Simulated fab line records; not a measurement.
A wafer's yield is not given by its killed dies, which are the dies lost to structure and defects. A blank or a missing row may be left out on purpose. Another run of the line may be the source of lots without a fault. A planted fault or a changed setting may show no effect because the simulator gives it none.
fab line records ; flow n5-finfet ; part 2 of 2: steps 5 to 6 of 6
record lots=22; wafers=66; last-day=17
route steps=1938 shown DUMMY_GATE@242 SD_EPI_N@273 SD_EPI_P@311 ILD0@341
lots that met no fault: taken from a fault-free run of the same line
start-h: the number of hours between the record's first day and the start of the first shown wafer of the lot ; wait-h: hours elapsed since this lot's preceding step ; " same as the row above ; L1.1+2: a row that stands for several wafers ; - no value, or no start given ; * or withheld: withheld ; < > ~ a bound
route shown NAME@n: NAME is a module with steps in the file, n the number in the route of the first one ; usual: mean and standard deviation over wafers with no fault ; same: alike in all rows ; chamber/n: place in a boat ; sites: the reading at each site ; _std_site: the standard deviation of these ; _edge_site: the outer-site mean with the inner-site mean subtracted ; radius-mm: for every site, how far away it sits from the centre of the wafer ; mask NAME#n: copy n ; behind: tool/chamber where the wafer was last shaped ; hold: cause of the lot's hold/its duration in hours/its outcome ; device: which transistor (n, p or np) failed to switch ; end of line: at the end of the route, the tests of the same wafers ; a step given without rows: its recipe and nothing more ; killed: dies that structure and defects cost at the first sort, which is not the same as the wafer's yield ; map: per-die view of a wafer (x killed, . not killed, _ where there is no die)
set.NAME: the setting that was run; set.NAME@STEP: the one run at that earlier step ; model.NAME: the simulator's own value behind a step, which no gauge read
one table for each step of the route and one row for each wafer, over a sample of lots
services: from which hour (start-h, from the record's first day; less than 0 if before it) a tool's chamber was out of use, for how many hours, and why
## steps
# step N5_SD_EPI_P_ETCH_47
# recipe chemistry=CH3F/O2; target=SiOCN; target-depth-a=250; mask-material=SOC; ion-energy-ev=60; bias-w=29; pressure-mtorr=30; source-w=410; Ar_flow_sccm=150; CH3F_flow_sccm=30; O2_flow_sccm=20
# usual chamber-pressure-mTorr=29.999/0.028; drypump-motor-current-A=5.6/0.59; mfc-ar-sccm=150.0/0.43; oes-product-au=0.76/0.077; rf-vpp-V=127.3/1.3; showerhead-plenum-p-Torr=2.02/0.083; throttle-valve-pct=16.31/0.18
lot.wafer;tool;chamber;start-h;wait-h;chamber-pressure-mTorr;drypump-motor-current-A;mfc-ar-sccm;oes-product-au;rf-hours-counter-h;rf-vpp-V;showerhead-plenum-p-Torr;throttle-valve-pct
L074.2;rie-diel-03;3;54.96;0.1;29.999;5.2;149.9;0.82;82;127.2;1.86;16.07
L074.5;rie-diel-03;1;54.96;0.1;30.002;5.4;150.1;0.77;-;128.4;2.09;16.17
L074.6;rie-diel-03;3;54.96;0.1;29.982;5.2;149.5;0.82;-;126.5;1.86;16.05
L075.3;rie-diel-03;1;60.93;0.1;30.016;5.4;150.1;0.76;148;128.4;2.09;16.17
L075.4;rie-diel-03;1;60.93;0.1;30.013;5.4;150.5;0.76;-;128.3;2.09;16.17
L075.5;rie-diel-03;3;60.93;0.1;30.015;5.2;149.7;0.81;-;126.6;1.86;16.07
L077.1;rie-diel-01;3;72.18;0.1;30.004;4.9;149.3;0.69;214;126.0;2.07;16.34
L077.3;rie-diel-01;2;72.18;0.1;30.034;6.3;150.1;0.77;144;126.4;2.08;16.54
L077.5;rie-diel-01;3;72.18;0.1;29.968;4.9;149.8;0.69;-;127.0;2.07;16.34
L078.1;rie-diel-05;0;82.76;0.1;29.960;4.7;150.7;0.95;7;127.5;1.97;16.05
L078.3;rie-diel-05;1;82.76;0.1;30.000;6.0;150.4;0.69;222;128.2;1.97;16.55
L078.6;rie-diel-05;2;82.76;0.1;29.975;6.2;150.2;0.74;-;127.1;1.92;16.40
L079.1;rie-diel-03;1;85.17;0.1;29.982;5.5;150.2;0.76;156;127.7;2.08;16.21
L079.4;rie-diel-03;3;85.17;0.1;29.956;5.2;149.5;0.81;92;127.6;1.86;16.06
L079.6;rie-diel-03;2;85.17;0.1;30.119;5.2;149.7;0.78;-;126.8;2.09;16.17
L080.1;rie-diel-01;2;88.44;0.1;29.977;6.3;149.8;0.76;152;126.5;2.08;16.56
L080.3;rie-diel-01;0;88.44;0.1;30.025;6.0;149.9;0.71;220;128.6;2.06;16.46
L080.6;rie-diel-01;0;88.44;0.1;29.992;6.0;150.2;0.71;-;127.9;2.06;16.50
L081.1;rie-diel-05;2;95.23;0.1;30.002;6.2;150.1;0.73;150;125.2;1.92;16.41
L081.4;rie-diel-05;0;95.23;0.1;29.996;4.7;149.8;0.95;-;126.9;1.97;16.05
L081.6;rie-diel-05;3;95.23;0.1;29.980;6.8;150.5;0.80;-;124.9;1.93;16.34
L082.1;rie-diel-03;3;102.42;0.1;30.022;5.2;149.7;0.80;98;126.7;1.85;16.10
L082.4;rie-diel-03;2;102.42;0.1;29.985;5.1;150.0;0.77;-;128.0;2.09;16.18
L082.6;rie-diel-03;0;102.42;0.1;30.011;5.4;149.7;0.73;-;129.7;2.06;16.23
L083.1;rie-diel-01;1;106.88;0.1;30.021;5.8;151.7;0.99;6;129.1;2.13;16.04
L083.2;rie-diel-01;2;106.88;0.1;29.988;6.3;150.4;0.76;158;125.3;2.08;16.57
L083.4;rie-diel-01;3;106.88;0.1;29.989;4.9;150.9;0.69;227;128.0;2.07;16.36
L084.3;rie-diel-03;2;115.45;0.1;29.959;5.1;150.4;0.76;131;125.2;2.08;16.18
L084.5;rie-diel-03;0;115.45;0.1;29.986;5.4;149.8;0.72;-;127.8;2.06;16.25
L084.6;rie-diel-03;2;115.45;0.1;30.018;5.2;149.8;0.76;-;126.8;2.08;16.18
L085.2;rie-diel-01;0;125.28;0.1;29.975;6.0;150.2;0.69;232;127.3;2.05;16.50
L085.4;rie-diel-01;1;125.28;0.1;29.973;5.8;149.5;0.95;12;127.6;2.13;16.05
L085.6;rie-diel-01;3;125.28;0.1;30.014;4.9;150.2;0.68;-;126.5;2.07;16.36
L087.2;rie-diel-01;1;132.54;0.1;29.998;5.8;150.4;0.95;14;129.1;2.13;16.06
L087.5;rie-diel-01;3;132.54;0.1;29.973;4.8;150.3;0.67;-;127.1;2.06;16.39
L087.6;rie-diel-01;0;132.54;0.1;30.035;6.0;149.9;0.70;-;127.4;2.05;16.51
L088.2;rie-diel-01;2;141.07;0.1;29.996;6.3;150.4;0.75;170;126.6;2.07;16.60
L088.3;rie-diel-01;1;141.07;0.1;29.985;5.8;149.9;0.96;18;128.8;2.13;16.06
L088.5;rie-diel-01;2;141.07;0.1;30.038;6.3;150.7;0.75;-;127.8;2.07;16.60
L089.2;rie-diel-01;1;143.22;0.1;30.011;5.8;150.5;0.95;18;127.8;2.13;16.07
L089.3;rie-diel-01;3;143.22;0.1;30.041;4.9;149.8;0.67;239;127.6;2.06;16.37
L089.6;rie-diel-01;3;143.22;0.1;30.041;4.8;149.9;0.68;-;127.2;2.06;16.37
L090.1;rie-diel-03;2;150.27;0.1;29.987;5.1;150.3;0.75;142;126.3;2.08;16.21
L090.3;rie-diel-03;0;150.27;0.1;30.000;5.4;150.5;0.71;220;128.6;2.06;16.27
L090.6;rie-diel-03;0;150.27;0.1;29.994;5.3;149.9;0.71;-;127.5;2.06;16.26
L091.4;rie-diel-01;0;155.01;0.1;30.000;6.0;150.5;0.69;243;126.4;2.05;16.53
L091.5;rie-diel-01;2;155.01;0.1;30.036;6.4;149.1;0.76;-;126.4;2.07;16.61
L091.6;rie-diel-01;1;155.01;0.1;30.000;5.8;149.7;0.94;-;128.6;2.13;16.07
L092.1;rie-diel-05;2;163.57;0.1;30.012;6.2;150.0;0.72;169;125.0;1.91;16.46
L092.4;rie-diel-05;0;163.57;0.1;29.986;4.7;149.3;0.89;33;125.4;1.96;16.12
L092.6;rie-diel-05;0;163.57;0.1;30.009;4.7;148.9;0.89;-;125.9;1.96;16.10
L093.1;rie-diel-05;2;167.84;0.1;30.046;6.2;149.5;0.71;169;126.9;1.91;16.45
L093.4;rie-diel-05;0;167.84;0.1;29.948;4.7;150.6;0.88;34;127.4;1.96;16.10
L093.5;rie-diel-05;1;167.84;0.1;30.008;6.0;149.4;0.67;-;128.2;1.96;16.59
L094.2;rie-diel-05;1;175.85;0.1;29.996;6.0;149.6;0.67;249;128.6;1.96;16.58
L094.3;rie-diel-05;3;175.85;0.1;30.013;6.8;150.2;0.78;143;125.5;1.93;16.40
L094.4;rie-diel-05;2;175.85;0.1;30.025;6.2;150.1;0.71;172;124.4;1.91;16.44
L095.1;rie-diel-01;0;179.91;0.1;29.980;6.0;150.8;0.68;249;128.4;2.05;16.54
L095.3;rie-diel-01;2;179.91;0.1;30.048;6.3;150.0;0.74;184;127.9;2.07;16.63
L095.4;rie-diel-01;0;179.91;0.1;30.040;6.0;150.0;0.69;-;129.5;2.05;16.55
L096.2;rie-diel-05;2;188.48;0.1;29.922;6.2;149.5;0.70;176;125.8;1.91;16.46
L096.3;rie-diel-05;0;188.48;0.1;30.035;4.7;149.7;0.86;41;127.0;1.96;16.12
L096.6;rie-diel-05;3;188.48;0.1;30.017;6.8;149.7;0.77;-;125.3;1.93;16.39
L097.1;rie-diel-03;0;190.35;0.1;30.022;5.4;150.1;0.70;231;127.5;2.05;16.28
L097.4;rie-diel-03;2;190.35;0.1;29.964;5.2;150.2;0.74;154;126.9;2.08;16.23
L097.5;rie-diel-03;0;190.35;0.1;30.013;5.4;150.8;0.70;-;127.9;2.05;16.28
# step N5_ILD0_THK_MEAS_08
# usual thk-nm=138.9/1
lot.wafer;tool;chamber;start-h;wait-h;thk-nm
L074.2;film-metro-01;-;62.78;-;139.8
L074.5;film-metro-01;-;62.78;-;139.6
L074.6;film-metro-01;-;62.78;-;138.4
L075.3;film-metro-01;-;70.70;-;139.3
L075.4;film-metro-01;-;70.70;-;141.2
L075.5;film-metro-01;-;70.70;-;140.7
L077.1;film-metro-02;-;81.34;-;138.4
L077.3;film-metro-02;-;81.34;-;138.9
L077.5;film-metro-02;-;81.34;-;139.4
L078.1;film-metro-02;-;90.82;-;138.0
L078.3;film-metro-02;-;90.82;-;139.5
L078.6;film-metro-02;-;90.82;-;139.3
L079.1;film-metro-01;-;92.35;-;137.5
L079.4;film-metro-01;-;92.35;-;137.4
L079.6;film-metro-01;-;92.35;-;138.0
L080.1;film-metro-01;-;96.03;-;138.7
L080.3;film-metro-01;-;96.03;-;138.6
L080.6;film-metro-01;-;96.03;-;139.1
L081.1;film-metro-01;-;102.74;-;138.4
L081.4;film-metro-01;-;102.74;-;136.9
L081.6;film-metro-01;-;102.74;-;138.4
L082.1;film-metro-01;-;110.17;-;139.3
L082.4;film-metro-01;-;110.17;-;137.5
L082.6;film-metro-01;-;110.17;-;138.3
L083.1;film-metro-01;-;113.86;-;139.5
L083.2;film-metro-01;-;113.86;-;139.3
L083.4;film-metro-01;-;113.86;-;140.3
L084.3;film-metro-02;-;122.44;-;139.2
L084.5;film-metro-02;-;122.44;-;138.9
L084.6;film-metro-02;-;122.44;-;139.2
L085.2;film-metro-01;-;132.27;-;138.7
L085.4;film-metro-01;-;132.27;-;139.2
L085.6;film-metro-01;-;132.27;-;140.1
L087.2;film-metro-02;-;139.53;-;139.7
L087.5;film-metro-02;-;139.53;-;139.7
L087.6;film-metro-02;-;139.53;-;140.1
L088.2;film-metro-02;-;149.81;-;136.0
L088.3;film-metro-02;-;149.81;-;138.8
L088.5;film-metro-02;-;149.81;-;137.1
L089.2;film-metro-01;-;150.31;-;140.2
L089.3;film-metro-01;-;150.31;-;138.7
L089.6;film-metro-01;-;150.31;-;139.7
L090.1;film-metro-02;-;157.40;-;140.3
L090.3;film-metro-02;-;157.40;-;140.9
L090.6;film-metro-02;-;157.40;-;139.6
L091.4;film-metro-02;-;162.02;-;139.2
L091.5;film-metro-02;-;162.02;-;138.1
L091.6;film-metro-02;-;162.02;-;139.5
L092.1;film-metro-02;-;170.57;-;141.0
L092.4;film-metro-02;-;170.57;-;138.0
L092.6;film-metro-02;-;170.57;-;140.1
L093.1;film-metro-02;-;174.85;-;138.9
L093.4;film-metro-02;-;174.85;-;138.5
L093.5;film-metro-02;-;174.85;-;138.1
L094.2;film-metro-02;-;183.45;-;140.3
L094.3;film-metro-02;-;183.45;-;139.1
L094.4;film-metro-02;-;183.45;-;139.0
L095.1;film-metro-02;-;188.30;-;138.5
L095.3;film-metro-02;-;188.30;-;139.5
L095.4;film-metro-02;-;188.30;-;138.0
L096.2;film-metro-01;-;196.02;-;138.4
L096.3;film-metro-01;-;196.02;-;139.5
L096.6;film-metro-01;-;196.02;-;138.9
L097.1;film-metro-02;-;197.47;-;139.8
L097.4;film-metro-02;-;197.47;-;137.9
L097.5;film-metro-02;-;197.47;-;139.6
## services
tool;chamber;start-h;hours;kind
rie-diel-05;0;32.03;-;clean
rie-diel-05;-;61.15;0.7;repair
rie-diel-01;1;67.90;-;clean
rie-diel-01;1;67.90;-;consumable-replace:focus-ring
rie-diel-01;1;67.90;-;consumable-replace:showerhead
rie-diel-01;1;67.90;21.2;scheduled-down
rie-diel-01;1;67.90;21.2;vent-cycle
epi-rpcvd-03;-;68.84;2.8;pm
rie-diel-05;-;76.88;0.9;repair
rie-diel-03;1;95.95;26.3;repair
rie-diel-04;0;96.47;9.4;repair
epi-rpcvd-01;-;98.22;6.0;pm
rie-diel-04;1;108.49;18.2;repair
rie-diel-05;2;110.34;6.6;repair
rie-diel-05;-;125.78;2.8;pm
rie-diel-01;3;132.83;3.4;repair
rie-diel-03;-;137.82;2.8;pm
rie-diel-06;2;154.30;2.7;repair
rie-diel-01;0;171.33;5.5;repair
rie-diel-01;3;177.07;-;clean
rie-diel-01;3;177.07;-;consumable-replace:focus-ring
rie-diel-01;3;177.07;20.5;scheduled-down
rie-diel-01;3;177.07;20.5;vent-cycle
rie-diel-02;-;187.98;14.6;pm
